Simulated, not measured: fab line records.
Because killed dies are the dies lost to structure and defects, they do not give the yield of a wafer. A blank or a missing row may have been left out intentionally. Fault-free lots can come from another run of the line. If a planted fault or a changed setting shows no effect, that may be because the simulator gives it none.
Matching of chambers / flow n5-finfet / N5_GATE_CUT_SAC_CAP_01 on ald-sin-03 has 4 sister chambers
The step material SiNx, target thk 24 nm, pulse time 1 s, ald cycles 480. 4 wafers are shown with their chamber, then 7 later ones without.

## EACH WAFER AND ITS CHAMBER
wafer=L077.6; chamber=0; heater-power-w (W)=1012
wafer=L086.6; chamber=3; heater-power-w (W)=716
wafer=L087.2; chamber=1; heater-power-w (W)=908
wafer=L087.5; chamber=2; heater-power-w (W)=849

## WAFERS WITHOUT THEIR CHAMBER
wafer=L087.6; heater-power-w (W)=719
wafer=L089.1; heater-power-w (W)=838
wafer=L089.4; heater-power-w (W)=724
wafer=L089.6; heater-power-w (W)=1039
wafer=L095.2; heater-power-w (W)=865
wafer=L095.5; heater-power-w (W)=1040
wafer=L095.6; heater-power-w (W)=852

## EACH ONE'S CHAMBER
wafer=L087.6; from the rows above=3; in truth=3
wafer=L089.1; from the rows above=2; in truth=2
wafer=L089.4; from the rows above=3; in truth=3
wafer=L089.6; from the rows above=0; in truth=0
wafer=L095.2; from the rows above=can't be placed: 2 or 1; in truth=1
wafer=L095.5; from the rows above=0; in truth=0
wafer=L095.6; from the rows above=2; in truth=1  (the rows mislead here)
Placed correctly: 5 of 7. From these rows, 1 cannot be placed; in 1 the true chamber is one of the candidates. 1 placed wrongly.
How it was worked out, from the rows above alone: a wafer's distance from a chamber is the root of the sum, over the readings, of the square of ((its reading less the chamber's mean) divided by the reading's scatter). If the next closest chamber is less than 2 further off than the closest, the wafer can't be placed; otherwise it belongs to the closest. A chamber's mean is the mean of its shown wafers. The scatter: with one shown wafer a chamber, the root of the mean of the squares of how far each hidden wafer lies from its nearest shown one.
